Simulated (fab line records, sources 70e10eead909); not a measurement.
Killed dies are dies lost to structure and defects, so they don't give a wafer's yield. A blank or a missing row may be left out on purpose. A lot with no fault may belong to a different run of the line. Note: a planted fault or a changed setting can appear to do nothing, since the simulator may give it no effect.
fab line records | flow nand-harc
[record] lots = 15 | wafers = 42 | last-day = 33
route steps=1302 shown A_CHANNEL_FILL_D1@513 A_ONON_D2@559 A_CHANNEL_HOLE_D2@587
lots that met no fault: from a run of the same line without faults
start-h: hours from the record's opening day to when the first of the lot's shown wafers began | wait-h: hours elapsed since this lot's preceding step | " same as the row above | L1.1+2: a single row standing in for several wafers | - value missing, or start not given | * or withheld: withheld | < > ~ a bound
route shown NAME@n: a module of which the file shows steps, and the number in the route of the first | usual: mean/standard deviation taken from wafers without a fault | same: alike in all rows | chamber/n: place in a boat | sites: per-site readings | _std_site: their standard deviation | _edge_site: inner sites' mean taken away from outer sites' mean | radius-mm: for every site, how far away it sits from the centre of the wafer | mask NAME#n: copy n | behind: tool/chamber where the wafer was last shaped | hold: what put the lot on hold/how long, in hours/how the hold closed | device: the transistor (n, p or np) that didn't switch | end of line: the same wafers' tests at the end of the route | for a step that has no rows: nothing shown but its recipe | killed: dies that structure and defects cost at the first sort, which is not the same as the wafer's yield | map: a wafer's dies, x killed, . not, _ none there
set.NAME: the setting that was run; set.NAME@STEP: the one run at that earlier step | model.NAME: the simulator's own value behind a step, which no gauge read
steps of the route over a sample of lots; a table a step, a row a wafer
services: a tool's chamber out of use, with start hour (start-h, from the record's first day; less than 0 if before it), hours out, and reason
[[steps]]
[step NHARC_A_CHANNEL_FILL_D1_CMP_10]
[recipe] target-thk-nm = 150
[usual] motor-current-A = 12.2/1.3 | time-to-endpoint-s = 13.5/2
lot.wafer | tool   | chamber | start-h | wait-h | motor-current-A | time-to-endpoint-s
L305.2    | cmp-01 | 2       | 244.62  | 0.4    | 13.6            | 10.7
L305.4    | "      | 3       | "       | "      | 12.8            | 15.5
L305.5    | "      | 2       | "       | "      | 14.1            | 11.4
L306.4    | cmp-01 | 1       | 252.54  | 0.4    | 11.5            | 14.4
L306.6    | "      | 0       | "       | "      | 13.5            | 17.2
L306.5    | "      | 1       | "       | "      | 12.0            | 13.5
L307.2    | cmp-01 | 3       | 264.60  | 0.4    | 12.2            | 12.2
L307.3    | "      | 0       | "       | "      | 13.2            | 13.7
L307.6    | "      | 0       | "       | "      | 13.8            | 13.9
L308.3    | cmp-03 | 1       | 278.04  | 0.4    | 11.0            | 11.7
L308.1    | "      | 0       | "       | "      | 12.1            | 13.3
L308.6    | "      | 1       | "       | "      | 11.4            | 10.6
L313.1    | cmp-02 | 0       | 328.82  | 0.4    | 10.6            | 14.5
L313.4    | "      | 1       | "       | "      | 10.5            | 10.6
L313.5    | "      | 0       | "       | "      | 11.0            | 12.8
L314.3    | cmp-03 | 2       | 342.75  | 0.4    | 14.6            | 15.8
L314.1    | "      | 1       | "       | "      | 11.0            | 16.2
L314.6    | "      | 2       | "       | "      | 15.7            | 17.1
L315.1    | cmp-02 | 0       | 355.35  | 0.4    | 10.9            | 13.4
L315.4    | "      | 1       | "       | "      | 10.8            | 12.3
L315.6    | "      | 0       | "       | "      | 11.4            | 13.1
L316.4    | cmp-01 | 1       | 355.37  | 0.4    | 11.5            | 12.9
L316.2    | "      | 2       | "       | "      | 12.8            | 10.5
L316.6    | "      | 0       | "       | "      | 13.2            | 13.2
L320.2    | cmp-02 | 0       | 395.17  | 0.4    | 11.0            | 12.9
L320.5    | "      | 2       | "       | "      | 12.4            | 16.8
L321.4    | cmp-03 | 0       | 407.21  | 0.4    | 12.1            | 12.3
L321.5    | "      | 0       | "       | "      | 12.5            | 13.6
L322.2    | cmp-02 | 1       | 414.91  | 0.4    | 10.5            | 13.2
L322.5    | "      | 1       | "       | "      | 10.4            | 11.6
L324.2    | cmp-03 | 2       | 452.66  | 0.4    | 14.8            | 12.6
L324.3    | "      | 3       | "       | "      | 12.3            | 12.4
L324.5    | "      | 3       | "       | "      | 11.8            | 15.3
L325.3    | cmp-01 | 2       | 452.69  | 0.4    | 14.3            | 9.5
L325.1    | "      | 0       | "       | "      | 13.2            | 11.8
L325.6    | "      | 1       | "       | "      | 11.4            | 10.9
L327.2    | cmp-03 | 2       | 465.66  | 0.4    | 15.0            | 9.9
L327.4    | "      | 3       | "       | "      | 11.8            | 16.4
L327.1    | "      | 0       | "       | "      | 12.1            | 14.4
L326.2    | cmp-03 | 0       | 468.43  | 0.4    | 12.8            | 13.9
L326.5    | "      | 0       | "       | "      | 12.0            | 12.4
L326.6    | "      | 1       | "       | "      | 10.3            | 13.4
[step NHARC_A_ONON_D2_THK_MEAS_21]
[recipe] thk-meas-gauge = ellipsometry
[usual] thk-nm = 998/11
lot.wafer | tool          | chamber | start-h | wait-h | thk-nm
L305.2    | film-metro-02 | -       | 291.68  | -      | 1010
L305.4    | "             | -       | "       | "      | 1010
L305.5    | "             | -       | "       | "      | 1010
L306.4    | film-metro-02 | -       | 297.83  | -      | 997
L306.5    | "             | -       | "       | "      | 997
L306.6    | "             | -       | "       | "      | 997
L307.2    | film-metro-02 | -       | 311.67  | -      | 990
L307.3    | "             | -       | "       | "      | 988
L307.6    | "             | -       | "       | "      | 988
L308.1    | film-metro-02 | -       | 325.13  | -      | 995
L308.3    | "             | -       | "       | "      | 994
L308.6    | "             | -       | "       | "      | 992
L313.1    | film-metro-02 | -       | 372.57  | -      | 988
L313.4    | "             | -       | "       | "      | 988
L313.5    | "             | -       | "       | "      | 989
L314.1    | film-metro-01 | -       | 400.49  | -      | 1004
L314.3    | "             | -       | "       | "      | 1002
L314.6    | "             | -       | "       | "      | 1002
L315.1    | film-metro-02 | -       | 400.50  | -      | 1007
L315.4    | "             | -       | "       | "      | 1008
L315.6    | "             | -       | "       | "      | 1006
L316.2    | film-metro-01 | -       | 400.50  | -      | 1003
L316.4    | "             | -       | "       | "      | 1005
L316.6    | "             | -       | "       | "      | 1002
L320.2    | film-metro-02 | -       | 443.94  | -      | 1014
L320.5    | "             | -       | "       | "      | 1014
L321.4    | film-metro-02 | -       | 451.55  | -      | 993
L321.5    | "             | -       | "       | "      | 994
L322.2    | film-metro-01 | -       | 458.33  | -      | 1017
L322.5    | "             | -       | "       | "      | 1018
L324.2    | film-metro-01 | -       | 499.91  | -      | 992
L324.3    | "             | -       | "       | "      | 991
L324.5    | "             | -       | "       | "      | 991
L325.1    | film-metro-02 | -       | 500.12  | -      | 994
L325.3    | "             | -       | "       | "      | 993
L325.6    | "             | -       | "       | "      | 993
L327.1    | film-metro-01 | -       | 518.00  | -      | 1000
L327.2    | "             | -       | "       | "      | 1002
L327.4    | "             | -       | "       | "      | 1001
L326.2    | film-metro-02 | -       | 518.00  | -      | 1001
L326.5    | "             | -       | "       | "      | 1001
L326.6    | "             | -       | "       | "      | 1002
[step NHARC_A_ONON_D2_DEP_25]
[recipe] target-thk-a = 10000 | n2-flow-sccm = 2750 | n2o-flow-sccm = 2000 | nh3-flow-sccm = 500 | sih4-flow-sccm = 210 | temp-c = 400
[usual] n2o-flow-sccm = 1999/6
lot.wafer | tool          | chamber | start-h | wait-h | n2o-flow-sccm
L305.2    | pecvd-onon-04 | 0       | 292.37  | 0.1    | 1988
L305.4    | "             | 0       | "       | "      | 2000
L305.5    | "             | 0       | "       | "      | 2003
L306.4    | pecvd-onon-04 | 0       | 298.62  | 0.2    | 2001
L306.5    | "             | 0       | "       | "      | 2004
L306.6    | "             | 0       | "       | "      | 2000
L307.2    | pecvd-onon-03 | 0       | 312.35  | 0.1    | 1990
L307.3    | "             | 0       | "       | "      | 1988
L307.6    | "             | 0       | "       | "      | 2002
L308.1    | pecvd-onon-04 | 0       | 325.75  | 0.1    | 2001
L308.3    | "             | 0       | "       | "      | 2009
L308.6    | "             | 0       | "       | "      | 1996
L313.1    | pecvd-onon-01 | 0       | 373.19  | 0.1    | 2000
L313.4    | "             | 0       | "       | "      | 1993
L313.5    | "             | 0       | "       | "      | 2001
L314.1    | pecvd-onon-03 | 0       | 401.12  | 0.1    | 1998
L314.3    | "             | 0       | "       | "      | 1987
L314.6    | "             | 0       | "       | "      | 1995
L315.1    | pecvd-onon-01 | 0       | 401.12  | 0.1    | 2001
L315.4    | "             | 0       | "       | "      | 2000
L315.6    | "             | 0       | "       | "      | 2002
L316.2    | pecvd-onon-04 | 0       | 401.19  | 0.1    | 1990
L316.4    | "             | 0       | "       | "      | 1995
L316.6    | "             | 0       | "       | "      | 1993
L320.2    | pecvd-onon-04 | 0       | 444.62  | 0.1    | 1996
L320.5    | "             | 0       | "       | "      | 1989
L321.4    | pecvd-onon-04 | 0       | 452.35  | 0.2    | 2003
L321.5    | "             | 0       | "       | "      | 1995
L322.2    | pecvd-onon-04 | 0       | 459.01  | 0.1    | 1997
L322.5    | "             | 0       | "       | "      | 2002
L324.2    | pecvd-onon-03 | 0       | 500.58  | 0.1    | 2005
L324.3    | "             | 0       | "       | "      | 1999
L324.5    | "             | 0       | "       | "      | 2006
L325.1    | pecvd-onon-01 | 0       | 500.75  | 0.1    | 2014
L325.3    | "             | 0       | "       | "      | 2007
L325.6    | "             | 0       | "       | "      | 2002
L327.1    | pecvd-onon-03 | 0       | 518.63  | 0.1    | 1995
L327.2    | "             | 0       | "       | "      | 1998
L327.4    | "             | 0       | "       | "      | 1995
L326.2    | pecvd-onon-04 | 0       | 518.69  | 0.1    | 2009
L326.5    | "             | 0       | "       | "      | 2003
L326.6    | "             | 0       | "       | "      | 2006
[step NHARC_A_ONON_D2_THK_MEAS_27]
[recipe] thk-meas-gauge = ellipsometry
[usual] thk-nm = 999/7.9
lot.wafer | tool          | chamber | start-h | wait-h | thk-nm
L305.2    | film-metro-02 | -       | 292.82  | -      | 1003
L305.4    | "             | -       | "       | "      | 1003
L305.5    | "             | -       | "       | "      | 1003
L306.4    | film-metro-02 | -       | 298.98  | -      | 996
L306.5    | "             | -       | "       | "      | 995
L306.6    | "             | -       | "       | "      | 997
L307.2    | film-metro-01 | -       | 312.80  | -      | 988
L307.3    | "             | -       | "       | "      | 987
L307.6    | "             | -       | "       | "      | 985
L308.1    | film-metro-02 | -       | 326.27  | -      | 1002
L308.3    | "             | -       | "       | "      | 1003
L308.6    | "             | -       | "       | "      | 1004
L313.1    | film-metro-02 | -       | 373.70  | -      | 994
L313.4    | "             | -       | "       | "      | 994
L313.5    | "             | -       | "       | "      | 994
L314.1    | film-metro-01 | -       | 401.62  | -      | 1008
L314.3    | "             | -       | "       | "      | 1008
L314.6    | "             | -       | "       | "      | 1007
L315.1    | film-metro-02 | -       | 401.62  | -      | 1002
L315.4    | "             | -       | "       | "      | 1001
L315.6    | "             | -       | "       | "      | 1001
L316.2    | film-metro-02 | -       | 401.65  | -      | 998
L316.4    | "             | -       | "       | "      | 999
L316.6    | "             | -       | "       | "      | 999
L320.2    | film-metro-02 | -       | 445.07  | -      | 662
L320.5    | "             | -       | "       | "      | 1000
L321.4    | film-metro-01 | -       | 452.69  | -      | 657
L321.5    | "             | -       | "       | "      | 994
L322.2    | film-metro-01 | -       | 459.47  | -      | 652
L322.5    | "             | -       | "       | "      | 991
L324.2    | film-metro-02 | -       | 501.03  | -      | 990
L324.3    | "             | -       | "       | "      | 993
L324.5    | "             | -       | "       | "      | 992
L325.1    | film-metro-02 | -       | 501.26  | -      | 1007
L325.3    | "             | -       | "       | "      | 1008
L325.6    | "             | -       | "       | "      | 1008
L327.1    | film-metro-02 | -       | 519.13  | -      | 1000
L327.2    | "             | -       | "       | "      | 1000
L327.4    | "             | -       | "       | "      | 1000
L326.2    | film-metro-01 | -       | 519.14  | -      | 997
L326.5    | "             | -       | "       | "      | 997
L326.6    | "             | -       | "       | "      | 1000
[step NHARC_A_CHANNEL_HOLE_D2_ETCH_39]
[recipe] target-depth-a = 2600 | over-etch-frac = 0.3 | time-s = 325 | ion-energy-ev = 200 | n2-flow-sccm = 150 | h2-flow-sccm = 150 | ar-flow-sccm = 0 | rf-w = 400 | bias-w = 150 | chemistry = N2/H2
[usual] drypump-motor-current-A = 5.9/0.46 | oes-product-au = 0.998/0.0086 | rf-vpp-V = 430.9/2.2 | showerhead-plenum-p-Torr = 2.06/0.075 | throttle-valve-pct = 14.171/0.0096
lot.wafer | tool        | chamber | start-h | wait-h | drypump-motor-current-A | oes-product-au | rf-hours-counter-h | rf-vpp-V | showerhead-plenum-p-Torr | throttle-valve-pct
L305.4    | rie-diel-09 | 2       | -       | -      | 6.1                     | 1.001          | 10                 | 431.8    | 2.09                     | 14.172
L305.2    | "           | 1       | "       | "      | 5.3                     | 0.993          | 9                  | 428.3    | 2.00                     | 14.156
L305.5    | "           | 2       | "       | "      | 6.1                     | 1.001          | -                  | 432.0    | 2.09                     | 14.168
L306.4    | rie-diel-09 | 3       | -       | -      | 5.8                     | 1.012          | 10                 | 430.9    | 2.02                     | 14.181
L306.6    | "           | 3       | "       | "      | 5.8                     | 1.002          | -                  | 428.8    | 2.02                     | 14.170
L306.5    | "           | 0       | "       | "      | 5.9                     | 0.993          | -                  | 432.6    | 2.15                     | 14.194
L307.3    | rie-diel-03 | 3       | -       | -      | 5.7                     | 0.999          | 2                  | 430.0    | 2.05                     | 14.180
L307.2    | "           | 1       | "       | "      | 5.8                     | 0.987          | 1                  | 428.1    | 1.96                     | 14.159
L307.6    | "           | 3       | "       | "      | 5.7                     | 1.000          | -                  | 429.1    | 2.05                     | 14.171
L308.1    | rie-diel-07 | 0       | -       | -      | 6.7                     | 0.976          | 1                  | 433.4    | 2.15                     | 14.181
L308.3    | "           | 1       | "       | "      | 6.2                     | 0.993          | 1                  | 429.5    | 1.97                     | 14.158
L308.6    | "           | 1       | "       | "      | 6.2                     | 0.997          | -                  | 428.3    | 1.97                     | 14.162
L313.4    | rie-diel-09 | 3       | -       | -      | 5.9                     | 1.005          | 2                  | 429.8    | 2.02                     | 14.188
L313.1    | "           | 1       | "       | "      | 5.3                     | 1.010          | 3                  | 428.4    | 2.00                     | 14.169
L313.5    | "           | 0       | "       | "      | 6.0                     | 1.010          | -                  | 432.6    | 2.15                     | 14.163
L315.1    | rie-diel-07 | 2       | -       | -      | 5.0                     | 0.996          | 5                  | 433.9    | 2.17                     | 14.168
L315.4    | "           | 0       | "       | "      | 6.7                     | 1.000          | 5                  | 434.6    | 2.15                     | 14.174
L315.6    | "           | 2       | "       | "      | 4.9                     | 1.001          | -                  | 434.0    | 2.17                     | 14.165
L314.1    | rie-diel-03 | 2       | -       | -      | 6.2                     | 0.986          | 5                  | 427.9    | 1.94                     | 14.165
L314.3    | "           | 3       | "       | "      | 5.8                     | 1.010          | 7                  | 430.6    | 2.05                     | 14.169
L314.6    | "           | 3       | "       | "      | 5.7                     | 1.009          | -                  | 432.5    | 2.05                     | 14.171
L316.4    | rie-diel-07 | 3       | -       | -      | 5.5                     | 1.006          | 6                  | 432.5    | 2.07                     | 14.175
L316.2    | "           | 0       | "       | "      | 6.7                     | 0.993          | 6                  | 434.0    | 2.15                     | 14.177
L316.6    | "           | 0       | "       | "      | 6.7                     | 0.992          | -                  | 433.5    | 2.15                     | 14.168
L320.5    | rie-diel-03 | 3       | -       | -      | 5.8                     | 0.996          | -                  | 430.9    | 2.05                     | 14.162
L321.5    | rie-diel-09 | 2       | -       | -      | 6.1                     | 1.010          | -                  | 432.4    | 2.09                     | 14.159
L322.5    | rie-diel-09 | 2       | -       | -      | 6.1                     | 0.994          | -                  | 431.5    | 2.09                     | 14.187
L324.3    | rie-diel-09 | 0       | -       | -      | 5.9                     | 0.999          | 0                  | 433.5    | 2.15                     | 14.157
L324.2    | "           | 2       | "       | "      | 6.1                     | 1.000          | 0                  | 433.3    | 2.09                     | 14.174
L324.5    | "           | 1       | "       | "      | 5.3                     | 1.011          | -                  | 430.3    | 2.00                     | 14.174
L325.1    | rie-diel-07 | 3       | -       | -      | 5.5                     | 1.006          | 1                  | 430.9    | 2.07                     | 14.196
L325.3    | "           | 0       | "       | "      | 6.7                     | 0.999          | 1                  | 433.4    | 2.15                     | 14.170
L325.6    | "           | 3       | "       | "      | 5.5                     | 1.014          | -                  | 432.7    | 2.07                     | 14.171
L327.1    | rie-diel-07 | 2       | -       | -      | 5.0                     | 1.007          | 2                  | 434.5    | 2.17                     | 14.170
L327.4    | "           | 0       | "       | "      | 6.8                     | 0.987          | 2                  | 432.6    | 2.15                     | 14.169
L327.2    | "           | 1       | "       | "      | 6.2                     | 0.982          | 1                  | 428.8    | 1.97                     | 14.177
L326.2    | rie-diel-09 | 0       | -       | -      | 5.9                     | 0.994          | 1                  | 434.1    | 2.15                     | 14.169
L326.6    | "           | 1       | "       | "      | 5.3                     | 0.988          | -                  | 429.2    | 2.00                     | 14.163
L326.5    | "           | 2       | "       | "      | 6.1                     | 0.987          | -                  | 431.7    | 2.09                     | 14.181
[[services]]
tool          | chamber | start-h | hours | kind
cmp-01        | -       | 234.15  | 0.5   | repair
cmp-03        | -       | 256.44  | 0.8   | repair
cmp-03        | -       | 260.12  | 4.0   | pm
rie-diel-09   | 3       | 271.37  | 3.9   | repair
cmp-01        | -       | 282.59  | 2.9   | repair
rie-diel-07   | -       | 294.20  | 9.0   | pm
rie-diel-07   | 0       | 304.44  | 9.0   | repair
pecvd-onon-04 | -       | 311.33  | 13.0  | pm
rie-diel-09   | -       | 320.10  | 9.0   | pm
rie-diel-07   | 2       | 339.38  | 4.8   | repair
cmp-03        | -       | 339.55  | 2.1   | repair
rie-diel-07   | 1       | 341.13  | 14.0  | repair
rie-diel-09   | 0       | 347.62  | 5.8   | repair
cmp-03        | -       | 358.12  | 4.0   | pm
rie-diel-07   | 3       | 375.34  | 13.3  | repair
cmp-01        | -       | 377.19  | 1.2   | repair
rie-diel-09   | 0       | 383.05  | 4.4   | repair
cmp-01        | -       | 383.45  | 4.0   | pm
cmp-03        | -       | 394.59  | 0.9   | repair
cmp-03        | -       | 412.07  | 2.5   | repair
cmp-03        | -       | 456.12  | 4.0   | pm
cmp-03        | -       | 487.28  | 1.1   | repair
pecvd-onon-04 | -       | 492.33  | 13.0  | pm
rie-diel-09   | -       | 497.10  | 9.0   | pm
[[key]]
[first-sign] step = NHARC_A_ONON_D2_THK_MEAS_27 | reading = thk-nm | direction = down | sigmas = 43 | usual = 999 | struck = 657
effect none on later readings
met-at NHARC_A_ONON_D2_DEP_25
struck-lots L320,L321,L322
struck-wafers L320.2,L321.4,L322.2
later-rows-left-out L320.2,L321.4,L322.2
sort-left-out L320.2,L321.4,L322.2
tester-left-out L320,L321,L322
not-acting-at NHARC_A_CHANNEL_FILL_D1_CMP_10,NHARC_A_ONON_D2_THK_MEAS_21,NHARC_A_CHANNEL_HOLE_D2_ETCH_39
onset-between 401.19 444.62
[fault] kind = process-parameter-drift | tool = pecvd-onon-04 | chamber = - | onset-h = 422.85 | steps = NHARC_A_ONON_D2_DEP_25 | channel = target-thk-a | offset = * | shape = step | end-h = 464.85 | scope = struck-wafers-only | acts-in = * | stated = *
// tester-left-out: of these lots the tester's yield and bins aren't shown, on N5 and GAA mostly nor the transistor test; their killed dies are dies lost to structure and defects alone, not to doping, threshold or leakage, so they don't give the yield
// sort-left-out: the simulated sort isn't trusted on such a fault, so these wafers' sort isn't shown, and their yield isn't known
// later-rows-left-out: the simulator's readings of these wafers behind a module that went badly wrong aren't trusted and aren't shown, but for the sort
